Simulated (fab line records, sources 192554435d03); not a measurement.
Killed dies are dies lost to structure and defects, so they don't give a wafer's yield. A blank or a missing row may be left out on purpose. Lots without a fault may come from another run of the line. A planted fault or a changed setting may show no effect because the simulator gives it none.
Split-lot experiment | flow n5_finfet | 7 lots, 21 wafers read, on a route of 1938 steps

THE SPLIT
At N5_BEOL_M1_TRENCH_ETCH_37 (etches SiOC in C4F6/O2, target depth 55.207 nm, time 29 s), the setting bias_w was moved away from the recipe's 185 W on 7 of the 21 wafers read, by -17.6% to -7.9%. The other wafers ran this setting at the recipe's value.

The reading is taken at the split's own step.

THE READING
rf_vpp_V, in V, at N5_BEOL_M1_TRENCH_ETCH_37 (etches SiOC in C4F6/O2, target depth 55.207 nm, time 29 s). Fault-free wafers of this fab line usually give 665 V, standard deviation 21 V.

wafer  | tool, chamber at the split | bias_w as run, W | against the recipe | rf_vpp_V, V | against lot-mates on the recipe
L074.2 | rie_diel-03, 1             | 185              | recipe             | 655         | -
L074.4 | rie_diel-03, 0             | 170.3            | -7.9%              | 637         | -46
L074.6 | rie_diel-03, 2             | 185              | recipe             | 712         | -
L077.1 | rie_diel-03, 3             | 164.4            | -11.1%             | 599         | -81
L077.2 | rie_diel-03, 0             | 185              | recipe             | 680         | -
L077.4 | rie_diel-03, 1             | 164.4            | -11.1%             | 598         | -82
L078.2 | rie_diel-03, 3             | 152.4            | -17.6%             | 563         | -122
L078.3 | rie_diel-03, 2             | 185              | recipe             | 712         | -
L078.6 | rie_diel-03, 1             | 185              | recipe             | 657         | -
L087.1 | rie_diel-03, 1             | 185              | recipe             | 655         | -
L087.2 | rie_diel-03, 3             | 185              | recipe             | 657         | -
L087.6 | rie_diel-03, 1             | 185              | recipe             | 654         | -
L089.4 | rie_diel-03, 0             | 185              | recipe             | 680         | -
L089.5 | rie_diel-03, 0             | 185              | recipe             | 681         | -
L089.6 | rie_diel-03, 1             | 162.9            | -11.9%             | 593         | -88
L090.1 | rie_diel-01, 2             | 185              | recipe             | 673         | -
L090.4 | rie_diel-01, 0             | 185              | recipe             | 650         | -
L090.6 | rie_diel-01, 2             | 158.8            | -14.2%             | 600         | -62
L091.2 | rie_diel-03, 3             | 156.5            | -15.4%             | 574         | -109
L091.5 | rie_diel-03, 1             | 185              | recipe             | 654         | -
L091.6 | rie_diel-03, 2             | 185              | recipe             | 712         | -

THE FIT
A straight line over all 21 wafers: rf_vpp_V changes by +6.22 V for each +1% of bias_w; r = +0.90; the points scatter about the line by 20 V.
The same after taking each lot's own level away (the mean of its wafers on the recipe; 21 wafers): +6.59 V for each +1%; r = +0.92; scatter 18 V.
On that fit, the largest move of bias_w shifts the reading by 1.2e+02 V.
The lots' own levels span 655.3 to 684.5 V, that is 1.4 times the standard deviation above.
So the lot-to-lot level changes the slope little: the two slopes agree.
Check: with one of the wafers moved furthest among these (-17.6%) left out of the fit, the line predicts -114 V for it against its lot-mates. It came out at -122 V against them.
Tool readings at the split's step, against how far the setting was moved: rf_vpp_V r = +0.90.

OTHER SPLITS ON THESE WAFERS
These wafers also went through other splits before the reading. Each is held against what the fit with the lots' levels taken away leaves over:
other split on the same wafers | wafers away from the commonest value | r with rf_vpp_V (lot level and that fit taken away)
N5_BEOL_M1_COAT_73 spin_rpm    | 8                                    | +0.24
N5_BEOL_M1_VIA_ETCH_34 time_s  | 4                                    | +0.05

THE FILE'S OWN FIT
rf_vpp_V changes by +6.51 V for each +1% of bias_w, r = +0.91.
